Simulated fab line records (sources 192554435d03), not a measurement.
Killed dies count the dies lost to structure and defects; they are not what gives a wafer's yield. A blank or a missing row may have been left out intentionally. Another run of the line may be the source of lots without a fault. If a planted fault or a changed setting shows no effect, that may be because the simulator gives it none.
Chamber matching :: flow n5 finfet :: 4 sister chambers for N5_PMOS_HMC_CHANNEL_EPI_CMP_21 on cmp-04
The step polishes SiGe30, target thk 54 nm. 4 wafers are shown with their chamber, then 10 later ones without.

== WAFERS WITH THEIR CHAMBER ==
wafer: L086.6
chamber: 1
motor current A (A): 11.4

wafer: L091.2
chamber: 3
motor current A (A): 12.7

wafer: L093.1
chamber: 0
motor current A (A): 11.8

wafer: L093.2
chamber: 2
motor current A (A): 13.6

== WAFERS WHOSE CHAMBER IS MISSING ==
wafer: L093.5
motor current A (A): 11.5

wafer: L094.1
motor current A (A): 10.6

wafer: L094.5
motor current A (A): 12.0

wafer: L094.6
motor current A (A): 11.8

wafer: L095.1
motor current A (A): 12.5

wafer: L095.3
motor current A (A): 11.3

wafer: L095.4
motor current A (A): 13.3

wafer: L096.1
motor current A (A): 12.1

wafer: L096.3
motor current A (A): 13.8

wafer: L096.4
motor current A (A): 10.7

== WHICH CHAMBER EACH WENT THROUGH ==
wafer: L093.5
from the rows above: can't be placed: 1 or 0
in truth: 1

wafer: L094.1
from the rows above: can't be placed: 1 or 0
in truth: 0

wafer: L094.5
from the rows above: can't be placed: 0 or 1 or 3
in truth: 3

wafer: L094.6
from the rows above: can't be placed: 0 or 1
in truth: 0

wafer: L095.1
from the rows above: can't be placed: 3 or 0
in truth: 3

wafer: L095.3
from the rows above: can't be placed: 1 or 0
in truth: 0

wafer: L095.4
from the rows above: can't be placed: 2 or 3
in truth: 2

wafer: L096.1
from the rows above: can't be placed: 0 or 3 or 1
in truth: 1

wafer: L096.3
from the rows above: 2
in truth: 2

wafer: L096.4
from the rows above: can't be placed: 1 or 0
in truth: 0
Correctly placed: 1 of 10. Can't be placed from these rows: 9 (the true chamber is among the candidates in 9). Wrongly placed: 0.
How it was worked out, from the rows above alone: a wafer's distance from a chamber is the root of the sum, over the readings, of the square of ((its reading less the chamber's mean) divided by the reading's scatter). If the next closest chamber is less than 2 further off than the closest, the wafer can't be placed; otherwise it belongs to the closest. Each chamber's mean is taken over the wafers shown for it. The scatter (one wafer shown for each chamber): square how far every hidden wafer sits from the nearest shown wafer, average those squares and take the square root.
